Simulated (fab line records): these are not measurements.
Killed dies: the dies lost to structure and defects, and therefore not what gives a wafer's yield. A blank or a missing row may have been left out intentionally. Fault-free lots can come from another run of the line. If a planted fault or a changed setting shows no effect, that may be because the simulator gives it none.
Lot-split experiment / flow n5Finfet / 21 wafers read across 7 lots, on a route 1938 steps long

== SPLIT DETAILS ==
At N5_BEOL_M11_COAT_22 (resist thk 90 nm), the setting spinRpm was moved away from the recipe's 1500 rpm on 9 of the 21 wafers read, by -6.4% to +10.7%. This setting was run at the recipe's value on the other wafers.

== FROM THE SPLIT TO THE READING: what the file shows between them, 4 steps ==
- N5_BEOL_M11_EBR_24
- N5_BEOL_M11_SOFTBAKE_23: time 60 s
- N5_BEOL_M11_EXPOSE_25: exposes mask V10
- N5_BEOL_M11_PEB_26: peb time 60 s

== THE READING ==
CAR-ArF_of_BEOL_M11_COAT_22.thkNm (the simulator's own value, which no gauge read), in nm, at N5_BEOL_M11_DEVELOP_27 (develop time 30 s). The file does not state a usual value for it. Average 88.4 nm, standard deviation 0.4 nm, over the 12 wafers here run with the recipe.

wafer=L081.2; tool, chamber at the split=lithoTrack-03, 0; spinRpm as run, rpm=1660; against the recipe=+10.7%; CAR-ArF_of_BEOL_M11_COAT_22.thkNm, nm=83.4; against lot-mates on the recipe=-4.8
wafer=L081.4; tool, chamber at the split=lithoTrack-03, 0; spinRpm as run, rpm=1660; against the recipe=+10.7%; CAR-ArF_of_BEOL_M11_COAT_22.thkNm, nm=83.6; against lot-mates on the recipe=-4.6
wafer=L081.5; tool, chamber at the split=lithoTrack-03, 0; spinRpm as run, rpm=1500; against the recipe=recipe; CAR-ArF_of_BEOL_M11_COAT_22.thkNm, nm=88.2; against lot-mates on the recipe=-
wafer=L083.2; tool, chamber at the split=lithoTrack-01, 0; spinRpm as run, rpm=1500; against the recipe=recipe; CAR-ArF_of_BEOL_M11_COAT_22.thkNm, nm=88.8; against lot-mates on the recipe=-
wafer=L083.6; tool, chamber at the split=lithoTrack-01, 0; spinRpm as run, rpm=1500; against the recipe=recipe; CAR-ArF_of_BEOL_M11_COAT_22.thkNm, nm=88.8; against lot-mates on the recipe=-
wafer=L083.3; tool, chamber at the split=lithoTrack-01, 0; spinRpm as run, rpm=1451; against the recipe=-3.3%; CAR-ArF_of_BEOL_M11_COAT_22.thkNm, nm=90.4; against lot-mates on the recipe=+1.6
wafer=L082.2; tool, chamber at the split=lithoTrack-01, 0; spinRpm as run, rpm=1500; against the recipe=recipe; CAR-ArF_of_BEOL_M11_COAT_22.thkNm, nm=88.2; against lot-mates on the recipe=-
wafer=L082.3; tool, chamber at the split=lithoTrack-01, 0; spinRpm as run, rpm=1500; against the recipe=recipe; CAR-ArF_of_BEOL_M11_COAT_22.thkNm, nm=88.2; against lot-mates on the recipe=-
wafer=L082.5; tool, chamber at the split=lithoTrack-01, 0; spinRpm as run, rpm=1500; against the recipe=recipe; CAR-ArF_of_BEOL_M11_COAT_22.thkNm, nm=88.4; against lot-mates on the recipe=-
wafer=L086.1; tool, chamber at the split=lithoTrack-02, 0; spinRpm as run, rpm=1500; against the recipe=recipe; CAR-ArF_of_BEOL_M11_COAT_22.thkNm, nm=89; against lot-mates on the recipe=-
wafer=L086.3; tool, chamber at the split=lithoTrack-02, 0; spinRpm as run, rpm=1429; against the recipe=-4.7%; CAR-ArF_of_BEOL_M11_COAT_22.thkNm, nm=91.2; against lot-mates on the recipe=+2.3
wafer=L086.5; tool, chamber at the split=lithoTrack-02, 0; spinRpm as run, rpm=1500; against the recipe=recipe; CAR-ArF_of_BEOL_M11_COAT_22.thkNm, nm=88.8; against lot-mates on the recipe=-
wafer=L087.1; tool, chamber at the split=lithoTrack-02, 0; spinRpm as run, rpm=1500; against the recipe=recipe; CAR-ArF_of_BEOL_M11_COAT_22.thkNm, nm=88.6; against lot-mates on the recipe=-
wafer=L087.4; tool, chamber at the split=lithoTrack-02, 0; spinRpm as run, rpm=1562; against the recipe=+4.1%; CAR-ArF_of_BEOL_M11_COAT_22.thkNm, nm=86.6; against lot-mates on the recipe=-2.0
wafer=L087.5; tool, chamber at the split=lithoTrack-02, 0; spinRpm as run, rpm=1562; against the recipe=+4.1%; CAR-ArF_of_BEOL_M11_COAT_22.thkNm, nm=86.8; against lot-mates on the recipe=-1.8
wafer=L092.1; tool, chamber at the split=lithoTrack-03, 0; spinRpm as run, rpm=1500; against the recipe=recipe; CAR-ArF_of_BEOL_M11_COAT_22.thkNm, nm=87.8; against lot-mates on the recipe=-
wafer=L092.5; tool, chamber at the split=lithoTrack-03, 0; spinRpm as run, rpm=1500; against the recipe=recipe; CAR-ArF_of_BEOL_M11_COAT_22.thkNm, nm=87.8; against lot-mates on the recipe=-
wafer=L092.2; tool, chamber at the split=lithoTrack-03, 0; spinRpm as run, rpm=1583; against the recipe=+5.5%; CAR-ArF_of_BEOL_M11_COAT_22.thkNm, nm=85.8; against lot-mates on the recipe=-2.0
wafer=L096.1; tool, chamber at the split=lithoTrack-01, 0; spinRpm as run, rpm=1404; against the recipe=-6.4%; CAR-ArF_of_BEOL_M11_COAT_22.thkNm, nm=91.2; against lot-mates on the recipe=+3.2
wafer=L096.2; tool, chamber at the split=lithoTrack-01, 0; spinRpm as run, rpm=1404; against the recipe=-6.4%; CAR-ArF_of_BEOL_M11_COAT_22.thkNm, nm=91.2; against lot-mates on the recipe=+3.2
wafer=L096.3; tool, chamber at the split=lithoTrack-01, 0; spinRpm as run, rpm=1500; against the recipe=recipe; CAR-ArF_of_BEOL_M11_COAT_22.thkNm, nm=88; against lot-mates on the recipe=-

FIT RESULTS
A straight line over all 21 wafers: CAR-ArF_of_BEOL_M11_COAT_22.thkNm changes by -0.465 nm for each +1% of spinRpm; r = -0.99; the points scatter about the line by 0.37 nm.
The same after taking each lot's own level away (the mean of its wafers on the recipe; 21 wafers): -0.455 nm for each +1%; r = -1.00; scatter 0.16 nm.
On that fit, the largest move of spinRpm shifts the reading by 4.9 nm.
From 87.80 to 88.90 nm: that is the span of the lots' own levels, equal to 2.8 times the standard deviation above.
The two slopes agree, so the slope changes little with the lot-to-lot level.
Check: with one of the wafers moved furthest among these (+10.7%) left out of the fit, the line predicts -4.76 nm for it against its lot-mates. Against them it came out at -4.8 nm.

== FURTHER SPLITS ON THESE WAFERS ==
Note: prior to the reading, these wafers also went through further splits. Each is held against what the fit with the lots' levels taken away leaves over:
other split on the same wafers=N5_BEOL_M9_ETCH_66 timeS; wafers away from the commonest value=8; r with CAR-ArF_of_BEOL_M11_COAT_22.thkNm (lot level and that fit taken away)=+0.04
other split on the same wafers=N5_BEOL_M9_TRENCH_ETCH_37 sourceW; wafers away from the commonest value=5; r with CAR-ArF_of_BEOL_M11_COAT_22.thkNm (lot level and that fit taken away)=-0.16
other split on the same wafers=N5_BEOL_M10_COAT_60 spinRpm; wafers away from the commonest value=5; r with CAR-ArF_of_BEOL_M11_COAT_22.thkNm (lot level and that fit taken away)=+0.11
other split on the same wafers=N5_BEOL_M10_EXPOSE_08 doseMj; wafers away from the commonest value=7; r with CAR-ArF_of_BEOL_M11_COAT_22.thkNm (lot level and that fit taken away)=-0.29
other split on the same wafers=N5_BEOL_M11_COAT_63 spinRpm; wafers away from the commonest value=3; r with CAR-ArF_of_BEOL_M11_COAT_22.thkNm (lot level and that fit taken away)=+0.16

== THE WHOLE CHAIN: every reading that the file lists as answering this split, in the file's order ==
step=N5_BEOL_M11_COAT_22; what it does=resist thk 90 nm; reading=CAR-ArF_of_BEOL_M11_COAT_22.thkNm (the simulator's own value, which no gauge read); change (the file's fit)=-0.461 nm for each +1% of the setting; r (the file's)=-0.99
step=N5_BEOL_M11_DEVELOP_27; what it does=develop time 30 s; reading=CAR-ArF_of_BEOL_M11_COAT_22.thkNm (the simulator's own value, which no gauge read); change (the file's fit)=-0.449 nm for each +1% of the setting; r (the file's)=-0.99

== FILE'S OWN FIT ==
CAR-ArF_of_BEOL_M11_COAT_22.thkNm changes by -0.449 nm for each +1% of spinRpm, r = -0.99.
